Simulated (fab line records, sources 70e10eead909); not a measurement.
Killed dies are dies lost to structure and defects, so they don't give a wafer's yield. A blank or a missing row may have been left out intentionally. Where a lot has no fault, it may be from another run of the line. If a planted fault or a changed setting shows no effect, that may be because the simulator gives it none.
Matching of chambers	flow nand-harc	ald-metal-04 running NHARC_A_WL_FILL_ALD_19: 4 sister chambers
The step deposits TiN, target thk 2 nm, pulse time 3 s, ald cycles 100. 16 wafers are shown with their chamber, then 8 later ones without.

== WAFERS PAIRED WITH THEIR CHAMBERS ==
wafer	chamber	heater-power-w (W)	precursor-pulse-height-rel
L076.3	0	1335	1.043
L076.5	3	1193	0.988
L076.6	2	1169	0.998
L078.1	1	1245	1.008
L078.4	3	1200	0.987
L078.5	0	1374	0.947
L079.2	2	1192	0.992
L079.3	3	1184	0.997
L079.4	0	1354	0.978
L086.3	0	1305	0.990
L086.4	3	1115	1.044
L086.6	1	1256	1.003
L094.3	1	1229	1.026
L094.4	3	1112	1.000
L094.6	2	1104	1.008
L091.3	2	1099	0.947

SIGNATURES, as means of the wafers listed above
reading	chamber 0	chamber 1	chamber 2	chamber 3	scatter within a chamber
heater-power-w	1342.00	1243.33	1141.00	1160.80	37.7
precursor-pulse-height-rel	0.98950	1.01233	0.98625	1.00320	0.0281
Rule: distance of a wafer from a chamber = root of the sum over the readings of ((wafer's reading minus chamber's mean) / reading's scatter) squared. The wafer belongs to the nearest chamber; if the next one is less than 2 further off, it can't be placed. The scatter: take each reading less its chamber's mean, square it, sum over the shown wafers, divide by the number of wafers less the number of chambers, and take the root.

== WAFERS WHOSE CHAMBER IS MISSING ==
wafer	heater-power-w (W)	precursor-pulse-height-rel
L091.4	1093	1.009
L091.5	1114	1.006
L095.1	1127	0.974
L095.2	1271	1.025
L095.3	1102	1.009
L095.4	1240	0.971
L095.5	1091	1.005
L095.6	1285	0.972

== CHAMBER TAKEN BY EACH ==
wafer	from the rows above	in truth
L091.4	can't be placed: 2 or 3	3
L091.5	can't be placed: 2 or 3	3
L095.1	can't be placed: 2 or 3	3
L095.2	can't be placed: 1 or 0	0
L095.3	can't be placed: 2 or 3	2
L095.4	can't be placed: 1 or 3 or 2 or 0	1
L095.5	can't be placed: 2 or 3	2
L095.6	can't be placed: 0 or 1 or 3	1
Correctly placed: 0 of 8. Cannot be placed on the basis of these rows: 8; the candidates contain the true chamber in 8. Number placed wrongly: 0.
